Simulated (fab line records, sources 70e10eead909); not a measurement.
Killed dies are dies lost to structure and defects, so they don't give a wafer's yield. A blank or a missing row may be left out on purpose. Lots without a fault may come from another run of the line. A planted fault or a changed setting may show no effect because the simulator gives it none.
One fault seen from 2 desks | flow nand_harc | each desk has only its own numbers; what lay behind them comes last

THE METROLOGY DESK
What the gauges read, lot by lot, whatever tool the lot ran on: means of the sampled wafers that have a number. A lot is out of limits, marked OUT, if its mean lies more than 4 standard deviations from the usual mean; the brackets give that distance.
Columns: A = cd_nm at NHARC_A_CHANNEL_HOLE_D1_CD_MEAS_10, usual 99.9 nm; B = cd_nm at NHARC_A_CHANNEL_HOLE_D1_CD_MEAS_18, usual 99.0 nm
lot  | first seen here | A     | B
L372 | day 8 11:17     | 100.0 | 99.7
L374 | day 9 05:17     | 100.1 | 98.4
L376 | day 10 02:06    | 100.2 | 100.1
L377 | day 10 11:25    | 99.5  | 97.4
L379 | day 11 16:00    | 99.7  | 100.6
L380 | day 11 17:55    | 99.6  | 100.0
L381 | day 12 04:19    | 100.1 | 98.7
L382 | day 12 15:14    | 99.9  | 97.8
L383 | day 12 19:39    | 99.9  | 97.5
L384 | day 13 04:55    | 99.4  | 97.9
L393 | day 17 08:51    | 99.9  | 99.8
L395 | day 18 01:44    | 100.0 | 99.0
L394 | day 18 02:46    | 100.2 | 100.0
This desk's finding: nothing out of limits on any of the 13 lots.

THE TOOL OWNER'S DESK: ald_hk-02
The tool's own readings at NHARC_A_CHANNEL_FILL_D1_ALD_14 (deposits SiO2, target thk 2.5 nm, pulse time 10 s, ald cycles 25): means of the sampled wafers that have a number, for each lot that ran on this tool. A lot is out of limits, marked OUT, if its mean lies more than 4 standard deviations from the usual mean; the brackets give that distance.
Columns: A = heater_power_w at NHARC_A_CHANNEL_FILL_D1_ALD_14, usual 445 W; B = precursor_pulse_height_rel at NHARC_A_CHANNEL_FILL_D1_ALD_14, usual 1.001
lot  | first seen here | A   | B
L374 | day 9 19:55     | 426 | 1.000
L376 | day 10 16:35    | 389 | 1.012
L377 | day 11 04:16    | 375 | 0.991
L381 | day 12 20:50    | 408 | 0.994
L383 | day 13 10:47    | 368 | 1.015
L382 | day 13 11:01    | 439 | 1.009
This desk's finding: nothing out of limits on any of the 6 lots.

PUT TOGETHER
The metrology desk saw nothing out of limits.
The tool owner's desk saw nothing out of limits.

WHAT THE SIMULATOR HAD PUT IN
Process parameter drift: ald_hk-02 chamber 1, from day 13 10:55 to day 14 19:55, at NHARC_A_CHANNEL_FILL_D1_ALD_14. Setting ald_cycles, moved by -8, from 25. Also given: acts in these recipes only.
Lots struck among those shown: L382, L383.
